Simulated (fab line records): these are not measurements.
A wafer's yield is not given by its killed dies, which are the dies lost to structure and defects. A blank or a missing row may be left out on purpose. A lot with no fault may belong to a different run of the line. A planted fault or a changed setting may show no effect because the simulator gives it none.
A lot that was struck, set against a sound lot | flow n5 finfet | 39 out of 1938 route steps
Sound: wafers L762.1, L762.3, L762.4. Struck: wafer L773.1; the same lot's L773.5 was not struck, so it is left out; see the end for the cause.
For every step that has rows: the tool of each side, followed by ch and its chambers, followed by its first start. Under that, the readings that differ: sound wafers | struck wafers | difference of the means | sigmas: that difference in standard deviations of wafers without a fault.
alike: a reading whose means differ by less than 2 such deviations, as well as words and numbers matching on both sides. not compared: withheld readings; readings where some wafer has no value; bounds like >300 that might hide an equal value; numbers whose values overlap and for which the record gives no deviation.
The two part at a step that has a row with sigmas, a row that says differs or no value, or rows on one side only. When numbers do not overlap yet have no deviation, they are printed without sigmas and do not part them. Lack of a reading on every wafer of one side parts them only where that side has two or more wafers.

first, 11 steps without rows for these wafers: N5_BEOL_M4_STRIP_65 (strips in N2/H2); N5_BEOL_M4_STRIP_75 (strips in N2/H2); N5_BEOL_M4_STRIP_66 (strips in CF4); N5_BEOL_M4_HM_OPEN_17 (chemistry Cl2/BCl3, target TiN, target depth 20 nm, overetch 6 nm); N5_BEOL_M4_STRIP_19 (strips in O2); N5_BEOL_M4_COAT_67 (time 60 s, resist thk 60 nm); N5_BEOL_M4_COAT_68 (time 60 s, resist thk 12 nm); N5_BEOL_M4_COAT_76 (time 60 s, resist thk 5 nm); N5_BEOL_M4_COAT_22 (resist thk 30 nm); N5_BEOL_M4_EBR_24; N5_BEOL_M4_SOFTBAKE_23 (time 60 s).
N5_BEOL_M4_EXPOSE_25: exposes mask V3, defocus 5 nm.
  sound on euv scanner-02 ch 0, day 9 01:37; struck on euv scanner-02 ch 0, day 11 23:23
  reading              | sound             | struck | difference | sigmas
  exposure dose mJ cm2 | 63.01 62.83 62.83 | 62.71  | -0.18      | -3
  alike: mask
then, 2 steps without rows for these wafers: N5_BEOL_M4_PEB_26 (peb time 60 s); N5_BEOL_M4_DEVELOP_27 (develop time 30 s).
N5_BEOL_M4_CD_MEAS_28: target cd 26.2 nm, target cd y 24.1 nm.
  sound on cd sem-03 ch 0, day 9 01:45; struck on cd sem-02 ch 0, day 11 23:32
  reading    | sound             | struck | difference | sigmas
  cd nm (nm) | 25.88 26.46 26.02 | 18.97  | -7.15      | -31
then, 22 steps without rows for these wafers: N5_BEOL_M4_DESCUM_33 (chemistry O2, time 7 s); N5_BEOL_M4_ETCH_77 (etches underlayer in N2/H2, target depth 6.5 nm, time 5.2 s); N5_BEOL_M4_ETCH_69 (etches SiARC in CF4, target depth 15.6 nm, time 26 s); N5_BEOL_M4_ALD_98 (deposits SiO2, target thk 2.5 nm, pulse time 1 s, co reactant pulse time 1 s); N5_BEOL_M4_ETCHBACK_99 (etches SiO2 in CHF3, target depth 5 nm, time 10.4 s); N5_BEOL_M4_ETCH_70 (etches SOC in N2/H2, target depth 80 nm, overetch 24 nm, time 130 s); N5_BEOL_M4_STRIP_71 (strips in N2/H2); N5_BEOL_M4_STRIP_78 (strips in N2/H2); N5_BEOL_M4_VIA_ETCH_34 (etches the open film in C4F6/O2, target depth 69.4 nm, time 65.9 s); N5_BEOL_M4_STRIP_83 (strips in C4F6/O2); N5_BEOL_M4_STRIP_36 (strips in N2/H2); N5_BEOL_M4_TRENCH_ETCH_37 (etches SiOC in C4F6/O2, target depth 55.555 nm, time 29.2 s); N5_BEOL_M4_ETCH_41 (etches SiCN in CH3F/O2, target depth 29.9 nm, time 52.5 s); N5_BEOL_M4_STRIP_97 (strips in N2/H2, time 10 s); N5_BEOL_M4_HM_STRIP_39 (strips TiN in peroxide tin strip, target depth 25 nm, time 158 s); N5_BEOL_M4_SRD_40 (time 30 s); N5_BEOL_M4_PRECLEAN_42 (cleans in residue remover, time 60 s); N5_BEOL_M4_SRD_43 (time 30 s); N5_BEOL_M4_DEGAS_44 (time 60 s); N5_BEOL_M4_PRE_CLEAN_45 (time 30 s); N5_BEOL_M4_ALD_84 (deposits TaN, pulse time 2 s, purge time 3 s, co reactant purge time 2 s); N5_BEOL_M4_SURFACE_TREAT_85.
N5_BEOL_M4_RC_MEAS_101:
  the record has rows for the sound wafers here (prober-02 ch 0, day 9 14:12) and none for the struck ones
-- record jumps: 5 days separate the struck wafers' starts on either side; left off in module BEOL_M4, taken up again in module PASSIVATION, whose first shown step is the route's number 1936 --
N5_PASSIVATION_PROBE_49:
  sound on prober-01 at day 14 03:42; struck on prober-02 at day 16 16:32
  reading                  | sound          | struck | difference | sigmas
  defect limited yield (%) | 91.2 92.9 90.5 | 0      | -92        | -65
  killed_at_M4_up          | 11 10 9        | 1104   | +1094      | +99 or more
  killed dies              | 104 84 112     | 1180   | +1080      | +68
  killed on rim            | 19 12 17       | 152    | +136       | +35
  sort n pass              | 1076 1096 1068 | 0      | -1080      | -68
  sort yield pct (%)       | 91.2 92.9 90.5 | 0      | -92        | -65
  alike: killed_at_M0_to_M3, killed at contacts, killed at front end, killed at other, killed open, killed short, sort_bin_5_function, sort_bin_6_memory

WHERE THEY PART
First at N5_BEOL_M4_EXPOSE_25; last, within this record, at N5_PASSIVATION_PROBE_49.

WHY: what had been put in by the simulator
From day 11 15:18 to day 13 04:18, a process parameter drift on euv scanner-02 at N5_BEOL_M4_EXPOSE_25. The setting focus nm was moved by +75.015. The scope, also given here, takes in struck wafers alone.
